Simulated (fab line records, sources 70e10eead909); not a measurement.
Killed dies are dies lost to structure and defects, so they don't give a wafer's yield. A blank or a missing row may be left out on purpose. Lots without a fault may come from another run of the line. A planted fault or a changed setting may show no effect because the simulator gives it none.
Which tool did it? | flow nand_harc | 12 lots, 36 wafers sampled, at 6 steps of a route of 1302

WHAT THE GAUGES READ, wafer by wafer
NHARC_A_CONTACT_INSPECT_23.
lot  | measured     | on                | raw_defect_count
L076 | day 22 23:19 | defect_inspect-01 | 461 477 551
L077 | day 23 22:24 | defect_inspect-01 | 375 385 417
L078 | day 24 09:24 | defect_inspect-01 | 485 387 512
L081 | day 25 10:47 | defect_inspect-01 | 484 415 571
L083 | day 26 17:36 | defect_inspect-02 | 447 463 456
L085 | day 26 20:10 | defect_inspect-01 | 314 481 463
L087 | day 27 20:29 | defect_inspect-02 | 445 527 559
L089 | day 28 14:59 | defect_inspect-01 | 770 507 510
L091 | day 29 11:14 | defect_inspect-01 | 691 403 663
L093 | day 30 04:22 | defect_inspect-02 | 538 863 561
L095 | day 31 10:17 | defect_inspect-02 | 488 541 539
L097 | day 32 10:42 | defect_inspect-01 | 383 591 480

WHICH TOOL RAN EACH LOT (tool, then ch and the chambers of the sampled wafers, then the start)
lot  | NHARC_A_CONTACT_ETCH_123             | NHARC_A_CONTACT_ETCH_96                       | NHARC_A_CONTACT_ETCH_89                       | NHARC_A_CONTACT_ETCH_139             | NHARC_A_CONTACT_ALD_18
L076 | har_cap_etch-03 ch 0,1, day 22 01:33 | rie_diel-06 ch 0,2, day 22 20:05 or earlier   | rie_diel-06 ch 0,2,3, day 22 20:05 or earlier | har_cap_etch-03 ch 1, day 22 20:05   | ald_metal-04 ch 0,1,3, day 22 21:50
L077 | har_cap_etch-01 ch 0,1, day 23 02:17 | rie_diel-06 ch 0,1,3, day 23 19:06 or earlier | rie_diel-06 ch 0,2,3, day 23 19:06 or earlier | har_cap_etch-02 ch 0,1, day 23 19:06 | ald_metal-03 ch 0,1,3, day 23 20:56
L078 | har_cap_etch-02 ch 0,1, day 23 11:06 | rie_diel-06 ch 0,1, day 24 06:03 or earlier   | rie_diel-13 ch 0,1, day 24 06:03 or earlier   | har_cap_etch-02 ch 0,1, day 24 06:03 | ald_metal-03 ch 1,2,3, day 24 07:56
L081 | har_cap_etch-03 ch 0,1, day 24 13:34 | rie_diel-13 ch 0,3, day 25 06:46 or earlier   | rie_diel-06 ch 1,2, day 25 06:46 or earlier   | har_cap_etch-03 ch 1, day 25 06:46   | ald_metal-02 ch 0,2,3, day 25 08:35
L083 | har_cap_etch-01 ch 1, day 25 14:03   | rie_diel-06 ch 0,1,3, day 25 16:29            | rie_diel-01 ch 1,2,3, day 26 14:26 or earlier | har_cap_etch-02 ch 0, day 26 14:26   | ald_metal-03 ch 0,2,3, day 26 16:07
L085 | har_cap_etch-02 ch 0,1, day 25 19:05 | rie_diel-06 ch 0,2,3, day 26 16:57 or earlier | rie_diel-06 ch 0,1, day 26 16:57 or earlier   | har_cap_etch-03 ch 0, day 26 16:57   | ald_metal-04 ch 0,1, day 26 18:41
L087 | har_cap_etch-02 ch 0,1, day 27 00:29 | rie_diel-06 ch 0,1,2, day 27 17:12 or earlier | rie_diel-01 ch 0,3, day 27 17:12 or earlier   | har_cap_etch-01 ch 0,1, day 27 17:12 | ald_metal-04 ch 2,3, day 27 19:00
L089 | har_cap_etch-03 ch 0,1, day 27 18:11 | rie_diel-06 ch 0,1,2, day 28 11:44 or earlier | rie_diel-06 ch 1,2,3, day 28 11:44 or earlier | har_cap_etch-03 ch 0, day 28 11:44   | ald_metal-03 ch 1,2,3, day 28 13:30
L091 | har_cap_etch-01 ch 0,1, day 28 08:46 | rie_diel-13 ch 1,2, day 29 07:58 or earlier   | rie_diel-06 ch 0,1, day 29 07:58 or earlier   | har_cap_etch-03 ch 0,1, day 29 07:58 | ald_metal-03 ch 1,2,3, day 29 09:48
L093 | har_cap_etch-02 ch 0,1, day 29 08:02 | rie_diel-13 ch 1,2, day 30 01:14 or earlier   | rie_diel-06 ch 0,1,2, day 30 01:14 or earlier | har_cap_etch-03 ch 0,1, day 30 01:14 | ald_metal-03 ch 0,2,3, day 30 02:56
L095 | har_cap_etch-03 ch 1, day 30 13:50   | rie_diel-06 ch 2,3, day 31 07:03 or earlier   | rie_diel-06 ch 1,2,3, day 31 07:03 or earlier | har_cap_etch-01 ch 0,1, day 31 07:03 | ald_metal-02 ch 0,1,2, day 31 08:49
L097 | har_cap_etch-03 ch 0,1, day 31 10:31 | rie_diel-06 ch 0,1,2, day 32 06:42 or earlier | rie_diel-06 ch 0,1,3, day 32 06:42 or earlier | har_cap_etch-03 ch 0,1, day 32 06:42 | ald_metal-04 ch 0,2,3, day 32 09:13
- NHARC_A_CONTACT_ETCH_123: etches the open film in C4F8/O2/Ar, time 490 s, target depth 2110 nm.
- NHARC_A_CONTACT_ETCH_96: etches the open film in C4F6/O2, target depth 20 nm, time 10 s.
- NHARC_A_CONTACT_ETCH_89: etches the open film in N2/H2, target depth 260 nm, time 475.3 s.
- NHARC_A_CONTACT_ETCH_139: etches the open film in C4F8/O2/Ar, time 195 s, target depth 840 nm.
- NHARC_A_CONTACT_ALD_18: deposits TiN, target thk 3 nm, pulse time 1 s, ald cycles 150.

THE ANSWER, worked out from the rows above alone
Rule: what is usual is taken from the lots themselves. Put in order of their means at a reading, lots are off if they are a third of the lots or fewer, leave a main group of 4 or more, and stand apart from it by a gap of 3 or more times the standard deviation of the main group's means; of several such gaps the widest counts. A main group whose means are all the same, to the digits that the tables above print for the reading, isn't used. A lot without any number at a reading at which 4 lots or more have one is off too. The other lots that the step has rows for count as sound.
No lot is off at any reading shown: from this, nothing can be told.

WHAT THE SIMULATOR HAD PUT IN
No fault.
